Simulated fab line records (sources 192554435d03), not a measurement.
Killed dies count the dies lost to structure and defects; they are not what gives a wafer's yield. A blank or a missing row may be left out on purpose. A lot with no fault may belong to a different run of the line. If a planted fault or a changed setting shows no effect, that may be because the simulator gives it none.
Split-lot trial	flow n5-finfet	route with 1938 steps; 7 lots, 21 wafers read

ABOUT THE SPLIT
At N5_BEOL_M8_DESCUM_33 (chemistry O2, time 7 s), the setting time-s was moved away from the recipe's 7 s on 6 of the 21 wafers read, by -15.5% to +15.3%. For the rest of the wafers, this setting stayed at what the recipe calls for.

The reading comes from the split's own step.

THE READING
CAR-EUV_of_BEOL_M8_COAT_22.thk-nm (the simulator's own value, which no gauge read), in nm, at N5_BEOL_M8_DESCUM_33 (chemistry O2, time 7 s). The file does not state a usual value for it. Here, 15 wafers ran the recipe; their average is 26.1 nm with a standard deviation of 0.1 nm.

wafer	tool, chamber at the split	time-s as run, s	against the recipe	CAR-EUV_of_BEOL_M8_COAT_22.thk-nm, nm	against lot-mates on the recipe
L079.1	rie-diel-01, 3	7	recipe	26	-
L079.2	rie-diel-01, 0	7	recipe	26.2	-
L079.3	rie-diel-01, 2	7	recipe	26	-
L078.3	rie-diel-01, 2	7	recipe	26	-
L078.5	rie-diel-01, 3,2	7	recipe	26	-
L078.6	rie-diel-01, 3,2	7	recipe	26	-
L084.2	rie-diel-02, 2,3	7	recipe	26.2	-
L084.4	rie-diel-02, 2,3	7	recipe	26.2	-
L084.3	rie-diel-02, 0	6.123	-12.5%	26.6	+0.4
L086.1	rie-diel-02, 1	7	recipe	26.2	-
L086.5	rie-diel-02, 1	5.912	-15.5%	26.6	+0.4
L086.6	rie-diel-02, 2	5.912	-15.5%	26.8	+0.6
L089.2	rie-diel-01, 2	7	recipe	26	-
L089.5	rie-diel-01, 2	8.074	+15.3%	25.4	-0.6
L089.6	rie-diel-01, 1	7	recipe	26	-
L092.2	rie-diel-02, 3	7	recipe	26.2	-
L092.3	rie-diel-02, 1	7	recipe	26.2	-
L092.6	rie-diel-02, 1	7	recipe	26.2	-
L094.2	rie-diel-05, 2	7	recipe	26.2	-
L094.5	rie-diel-05, 2	6.187	-11.6%	26.6	+0.4
L094.6	rie-diel-05, 0	6.187	-11.6%	26.6	+0.4
The file does not say which wafer passed through which chamber wherever a row lists several chambers: such a row stands for several wafers.

FIT RESULTS
A straight line over all 21 wafers: CAR-EUV_of_BEOL_M8_COAT_22.thk-nm changes by -0.0413 nm for each +1% of time-s; r = -0.95; the points scatter about the line by 0.097 nm.
The same after taking each lot's own level away (the mean of its wafers on the recipe; 21 wafers): -0.0345 nm for each +1%; r = -0.98; scatter 0.053 nm.
Per that fit: largest time-s move, reading shift of 0.54 nm.
Across the lots, their own levels run from 26.00 to 26.20 nm, a range of 2.0 times the standard deviation given above.
So the slope is not independent of the lot-to-lot level: the two fits are not the same.
Check: for one of the wafers moved furthest among these (-15.5%), held out of the fit, the line's prediction against its lot-mates is +0.563 nm. Against them it came out at +0.4 nm.

FILE'S OWN FIT
CAR-EUV_of_BEOL_M8_COAT_22.thk-nm changes by -0.0346 nm for each +1% of time-s, r = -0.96.
